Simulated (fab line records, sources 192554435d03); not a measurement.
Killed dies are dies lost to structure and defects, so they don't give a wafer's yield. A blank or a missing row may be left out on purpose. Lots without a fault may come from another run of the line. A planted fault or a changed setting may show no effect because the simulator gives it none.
Which tool did it? | flow n5_finfet | 8 lots, 24 wafers sampled, at 5 steps of a route of 1938

WHAT THE GAUGES READ, wafer by wafer
N5_BEOL_M4_RC_MEAS_101. Usual: CJ_P 5.78, standard deviation 0.19; DIBL_N 36.2 mV/V, standard deviation 1.6; DIBL_P 36.1 mV/V, standard deviation 2; IOFF_N 0.16 nA/um, standard deviation 0.032; IOFF_P 0.22 nA/um, standard deviation 0.036; ION_N 672 uA/um, standard deviation 11; ION_P 463 uA/um, standard deviation 7.5; SS_N 71.4 mV/dec, standard deviation 0.58; SS_P 73.2 mV/dec, standard deviation 0.67; VT_N 250 mV, standard deviation 3.3; VT_P -250 mV, standard deviation 3.3.
lot  | measured     | on        | CJ_P           | DIBL_N (mV/V)  | DIBL_P (mV/V)  | IOFF_N (nA/um) | IOFF_P (nA/um) | ION_N (uA/um) | ION_P (uA/um) | SS_N (mV/dec)  | SS_P (mV/dec)  | VT_N (mV)   | VT_P (mV)      | flag
L760 | day 8 04:59  | prober-02 | 6.09 5.60 5.66 | 36.6 37.2 34.5 | 37.3 38.7 35.6 | 0.13 0.17 0.12 | 0.17 0.19 0.15 | 652 679 660   | 446 456 444   | 71.1 72.3 70.7 | 72.5 74.0 72.3 | 254 247 255 | -257 -251 -256 |
L770 | day 10 18:22 | prober-02 | 3.34 3.43 3.19 | 36.8 36.4 34.8 | 40.7 38.8 37.1 | 0.18 0.18 0.15 | 0.35 0.28 0.26 | 673 676 676   | 468 476 470   | 71.7 71.3 71.6 | 75.4 74.7 74.5 | 248 249 248 | -248 -249 -246 | OFF
L771 | day 10 22:03 | prober-01 | 3.26 3.18 3.19 | 35.3 36.7 36.0 | 39.3 39.5 38.4 | 0.15 0.18 0.15 | 0.35 0.33 0.29 | 675 681 677   | 481 480 477   | 71.6 72.1 71.7 | 74.4 74.5 74.3 | 250 247 250 | -244 -241 -245 | OFF
L772 | day 11 06:59 | prober-02 | 6.08 5.75 6.10 | 33.7 35.4 36.2 | 33.0 35.0 35.8 | 0.12 0.15 0.18 | 0.19 0.23 0.23 | 657 681 686   | 461 468 474   | 70.5 71.2 71.4 | 72.0 72.8 73.0 | 252 250 247 | -246 -245 -244 |
L773 | day 11 13:42 | prober-02 | 3.24 3.33 3.11 | 37.5 39.5 37.5 | 41.5 43.9 41.1 | 0.22 0.26 0.20 | 0.32 0.38 0.30 | 680 693 690   | 469 481 477   | 71.8 73.1 71.6 | 74.9 75.2 74.6 | 243 243 245 | -248 -244 -248 | OFF
L781 | day 13 06:59 | prober-02 | 5.69 5.95 5.82 | 33.0 38.4 35.4 | 30.8 38.8 34.2 | 0.11 0.20 0.13 | 0.15 0.27 0.19 | 649 676 670   | 449 463 463   | 71.1 71.9 71.2 | 72.6 74.0 72.6 | 257 248 251 | -254 -244 -249 |
L782 | day 14 11:01 | prober-02 | 5.67 5.81 5.62 | 33.9 35.4 34.7 | 34.4 37.0 36.1 | 0.12 0.14 0.13 | 0.17 0.20 0.19 | 661 679 669   | 464 466 466   | 70.6 70.3 70.5 | 71.7 72.9 72.2 | 254 253 254 | -253 -249 -252 |
L783 | day 15 03:51 | prober-02 | 5.57 5.61 5.61 | 38.7 36.5 34.7 | 39.5 37.2 35.7 | 0.20 0.16 0.13 | 0.25 0.22 0.20 | 694 679 661   | 469 470 465   | 72.4 72.2 71.4 | 73.6 73.4 72.2 | 244 250 252 | -246 -247 -252 |

WHICH TOOL RAN EACH LOT (tool, then ch and the chambers of the sampled wafers, then the start)
lot  | N5_ZERO_LAYER_DESCUM_16           | N5_WELL_APT_DESCUM_13             | N5_WELL_APT_IMPLANT_15         | N5_PMOS_HMC_CHANNEL_EPI_STRIP_33
L760 | rie_diel-04 ch 0,2,3, day 1 13:23 | rie_diel-02 ch 0,1, day 1 14:21   | implanter-01 ch 0, day 1 14:40 | rie_diel-03 ch 0,2,3, day 1 18:02
L770 | rie_diel-03 ch 0,2,3, day 4 00:50 | rie_diel-02 ch 0,1, day 4 01:47   | implanter-01 ch 0, day 4 02:04 | rie_diel-03 ch 1,2,3, day 4 05:56
L771 | rie_diel-04 ch 2,3, day 4 07:07   | rie_diel-01 ch 1,3, day 4 08:05   | implanter-01 ch 0, day 4 08:23 | rie_diel-03 ch 2,3, day 4 11:32
L772 | rie_diel-05 ch 2,3, day 4 12:41   | rie_diel-02 ch 0,1, day 4 13:47   | implanter-02 ch 0, day 4 14:04 | rie_diel-03 ch 2,3, day 4 17:55
L773 | rie_diel-04 ch 1,2, day 4 18:49   | rie_diel-01 ch 0,2,3, day 4 19:46 | implanter-01 ch 0, day 4 20:05 | rie_diel-04 ch 1,2, day 4 23:29
L781 | rie_diel-05 ch 0,1,2, day 6 19:11 | rie_diel-01 ch 0,1,2, day 6 20:50 | implanter-02 ch 0, day 6 21:08 | rie_diel-05 ch 0,2,3, day 7 00:25
L782 | rie_diel-05 ch 1,2, day 7 00:41   | rie_diel-01 ch 0,2,3, day 7 01:38 | implanter-01 ch 0, day 7 01:57 | rie_diel-05 ch 0,3, day 7 05:36
L783 | rie_diel-03 ch 0,1,2, day 7 06:44 | rie_diel-01 ch 0,3, day 7 07:50   | implanter-02 ch 0, day 7 08:07 | rie_diel-05 ch 0,1, day 7 11:40
- N5_ZERO_LAYER_DESCUM_16: chemistry O2, time 7.9 s.
- N5_WELL_APT_DESCUM_13: chemistry O2, time 7.9 s.
- N5_WELL_APT_IMPLANT_15
- N5_PMOS_HMC_CHANNEL_EPI_STRIP_33: strips in N2/H2.

WHAT THE TOOLS THEMSELVES READ (means of the sampled wafers that have a number; where no wafer has one, the mark that the record gives instead)
N5_ZERO_LAYER_DESCUM_16. Usual: drypump_motor_current_A 5.6 A, standard deviation 0.49; oes_product_au 0.76 a.u., standard deviation 0.054; rf_fwd_power_W 49.45 W, standard deviation 0.2; rf_vpp_V 243.1 V, standard deviation 1.2; showerhead_plenum_p_Torr 2.10 Torr, standard deviation 0.055; throttle_valve_pct 20.53 %, standard deviation 0.15.
lot  | tool        | drypump_motor_current_A (A) | oes_product_au (a.u.) | rf_fwd_power_W (W) | rf_vpp_V (V) | showerhead_plenum_p_Torr (Torr) | throttle_valve_pct (%) | flag
L760 | rie_diel-04 | 5.9                         | 0.73                  | 49.39              | 242.9        | 2.06                            | 20.47                  |
L770 | rie_diel-03 | 5.4                         | 0.80                  | 49.44              | 244.3        | 2.14                            | 20.49                  |
L771 | rie_diel-04 | 5.5                         | 0.71                  | 49.44              | 241.8        | 2.05                            | 20.57                  |
L772 | rie_diel-05 | 5.4                         | 0.76                  | 49.49              | 243.7        | 2.11                            | 20.39                  |
L773 | rie_diel-04 | 6.2                         | 0.74                  | 49.46              | 242.4        | 2.02                            | 20.49                  |
L781 | rie_diel-05 | 5.5                         | 0.72                  | 49.63              | 243.8        | 2.13                            | 20.55                  |
L782 | rie_diel-05 | 5.4                         | 0.73                  | 49.50              | 242.8        | 2.10                            | 20.46                  |
L783 | rie_diel-03 | 5.2                         | 0.78                  | 49.46              | 243.3        | 2.11                            | 20.47                  |

N5_WELL_APT_DESCUM_13. Usual: drypump_motor_current_A 5.7 A, standard deviation 0.52; oes_product_au 0.75 a.u., standard deviation 0.08; rf_fwd_power_W 49.69 W, standard deviation 0.18; rf_vpp_V 242.7 V, standard deviation 1.1; showerhead_plenum_p_Torr 2.05 Torr, standard deviation 0.052; throttle_valve_pct 20.46 %, standard deviation 0.25.
lot  | tool        | drypump_motor_current_A (A) | oes_product_au (a.u.) | rf_fwd_power_W (W) | rf_vpp_V (V) | showerhead_plenum_p_Torr (Torr) | throttle_valve_pct (%) | flag
L760 | rie_diel-02 | 5.4                         | 0.73                  | 49.76              | 241.9        | 2.00                            | 20.40                  |
L770 | rie_diel-02 | 5.4                         | 0.71                  | 49.72              | 240.9        | 1.99                            | 20.42                  |
L771 | rie_diel-01 | 6.3                         | 0.70                  | 49.50              | 243.0        | 2.07                            | 20.85                  |
L772 | rie_diel-02 | 5.5                         | 0.71                  | 49.57              | 242.4        | 1.99                            | 20.44                  |
L773 | rie_diel-01 | 5.7                         | 0.73                  | 49.89              | 243.8        | 2.08                            | 20.50                  |
L781 | rie_diel-01 | 5.9                         | 0.72                  | 49.65              | 243.2        | 2.07                            | 20.50                  |
L782 | rie_diel-01 | 5.7                         | 0.81                  | 49.73              | 243.7        | 2.08                            | 20.39                  |
L783 | rie_diel-01 | 6.0                         | 0.84                  | 49.70              | 243.3        | 2.09                            | 20.34                  |

N5_WELL_APT_IMPLANT_15. Usual: dose_ions_cm2 1.4998e+13, standard deviation 1.5e+10; end_station_pressure_torr 5.15e-06 Torr, standard deviation 3e-07; faraday_current_uA 191, standard deviation 4.1.
lot  | tool         | dose_ions_cm2 | end_station_pressure_torr (Torr) | faraday_current_uA | flag
L760 | implanter-01 | 1.4987e+13    | 5.04e-06                         | 188                |
L770 | implanter-01 | 4.7300e+12    | 5.21e-06                         | 60                 | OFF
L771 | implanter-01 | 4.7483e+12    | 4.91e-06                         | 59                 | OFF
L772 | implanter-02 | 1.5001e+13    | 5.27e-06                         | 190                |
L773 | implanter-01 | 4.7360e+12    | 5.18e-06                         | 60                 | OFF
L781 | implanter-02 | 1.4995e+13    | 5.36e-06                         | 190                |
L782 | implanter-01 | 1.4993e+13    | 5.30e-06                         | 192                |
L783 | implanter-02 | 1.5006e+13    | 4.88e-06                         | 189                |

N5_PMOS_HMC_CHANNEL_EPI_STRIP_33. Usual: drypump_motor_current_A 5.5 A, standard deviation 0.42; h2_flow_sccm 299.9 sccm, standard deviation 0.83; oes_product_au 0.77 a.u., standard deviation 0.072; power_w 500.2 W, standard deviation 1.5; rf_vpp_V 54.2 V, standard deviation 1.8; showerhead_plenum_p_Torr 3.37 Torr, standard deviation 0.081; throttle_valve_pct 18.95 %, standard deviation 0.29.
lot  | tool        | drypump_motor_current_A (A) | h2_flow_sccm (sccm) | oes_product_au (a.u.) | power_w (W) | rf_vpp_V (V) | showerhead_plenum_p_Torr (Torr) | throttle_valve_pct (%) | flag
L760 | rie_diel-03 | 5.4                         | 300.0               | 0.83                  | 498.7       | 54.0         | 3.42                            | 18.78                  |
L770 | rie_diel-03 | 5.3                         | 300.1               | 0.76                  | 500.1       | 56.4         | 3.43                            | 18.77                  |
L771 | rie_diel-03 | 5.4                         | 299.9               | 0.76                  | 501.3       | 54.1         | 3.48                            | 18.75                  |
L772 | rie_diel-03 | 5.4                         | 300.1               | 0.76                  | 501.6       | 53.6         | 3.48                            | 18.76                  |
L773 | rie_diel-04 | 5.9                         | 299.8               | 0.77                  | 499.6       | 53.5         | 3.32                            | 19.25                  |
L781 | rie_diel-05 | 5.7                         | 299.5               | 0.74                  | 499.2       | 53.2         | 3.39                            | 19.04                  |
L782 | rie_diel-05 | 5.8                         | 299.0               | 0.74                  | 499.9       | 54.5         | 3.40                            | 19.36                  |
L783 | rie_diel-05 | 5.7                         | 300.5               | 0.73                  | 500.7       | 53.8         | 3.43                            | 18.88                  |

THE ANSWER, worked out from the rows above alone
Rule: a lot is off if the mean of its wafers that have a number lies more than 3 standard deviations from the usual mean. A lot without any number at a reading at which 4 lots or more have one is off too. The other lots that the step has rows for count as sound. The gauges are gone through in route order, then the tools' own readings, and for those a lot's mean is taken as printed above. The first step at which some lot is off is used, and at that step the reading that is off furthest; a lot without a number counts as furthest.
Off: L770, L771, L773, at N5_BEOL_M4_RC_MEAS_101 (CJ_P).
A tool fits if, at a process step before that reading, it ran every lot that is off, and no sound lot after the first of them. The gauges at N5_BEOL_M4_RC_MEAS_101 aren't tried: what is off there is off at N5_WELL_APT_IMPLANT_15 too, on other tools, and a gauge's error can't cause that. None of those tried fits.

WHAT THE SIMULATOR HAD PUT IN
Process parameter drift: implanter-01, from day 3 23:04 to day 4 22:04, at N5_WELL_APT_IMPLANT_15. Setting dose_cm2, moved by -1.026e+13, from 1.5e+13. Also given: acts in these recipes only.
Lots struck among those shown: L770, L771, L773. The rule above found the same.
